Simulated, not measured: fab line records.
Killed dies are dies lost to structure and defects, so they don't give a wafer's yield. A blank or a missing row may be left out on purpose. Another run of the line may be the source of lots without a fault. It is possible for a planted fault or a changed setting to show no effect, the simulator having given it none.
Matching of chambers / flow n5Finfet / rieDiel-02 running N5_BEOL_M3_STRIP_19: 4 sister chambers
The step strips in O2. 4 wafers are shown with their chamber, then 10 later ones without.

== WAFERS WITH THEIR CHAMBER ==
wafer=L080.6; chamber=0; showerheadPlenumPTorr (Torr)=2.03
wafer=L089.3; chamber=3; showerheadPlenumPTorr (Torr)=1.96
wafer=L089.4; chamber=2; showerheadPlenumPTorr (Torr)=2.09
wafer=L089.5; chamber=1; showerheadPlenumPTorr (Torr)=2.20

== WAFERS WHOSE CHAMBER IS MISSING ==
wafer=L089.6; showerheadPlenumPTorr (Torr)=1.96
wafer=L092.1; showerheadPlenumPTorr (Torr)=1.96
wafer=L092.2; showerheadPlenumPTorr (Torr)=2.20
wafer=L092.3; showerheadPlenumPTorr (Torr)=2.02
wafer=L092.4; showerheadPlenumPTorr (Torr)=2.09
wafer=L092.5; showerheadPlenumPTorr (Torr)=1.96
wafer=L092.6; showerheadPlenumPTorr (Torr)=2.02
wafer=L094.4; showerheadPlenumPTorr (Torr)=1.95
wafer=L094.5; showerheadPlenumPTorr (Torr)=2.20
wafer=L094.6; showerheadPlenumPTorr (Torr)=2.02

== WHICH CHAMBER EACH WENT THROUGH ==
wafer=L089.6; from the rows above=3; in truth=3
wafer=L092.1; from the rows above=3; in truth=3
wafer=L092.2; from the rows above=1; in truth=1
wafer=L092.3; from the rows above=0; in truth=0
wafer=L092.4; from the rows above=2; in truth=2
wafer=L092.5; from the rows above=3; in truth=3
wafer=L092.6; from the rows above=0; in truth=0
wafer=L094.4; from the rows above=3; in truth=3
wafer=L094.5; from the rows above=1; in truth=1
wafer=L094.6; from the rows above=0; in truth=0
Correct placement for 10 of the 10. Not placeable from these rows: 0. Number placed wrongly: 0.
How it was worked out, from the rows above alone: a wafer's distance from a chamber is the root of the sum, over the readings, of the square of ((its reading less the chamber's mean) divided by the reading's scatter). If the next closest chamber is less than 2 further off than the closest, the wafer can't be placed; otherwise it belongs to the closest. For every chamber, the mean is computed from those of its wafers that are shown. The scatter (one wafer shown for each chamber): square how far every hidden wafer sits from the nearest shown wafer, average those squares and take the square root.
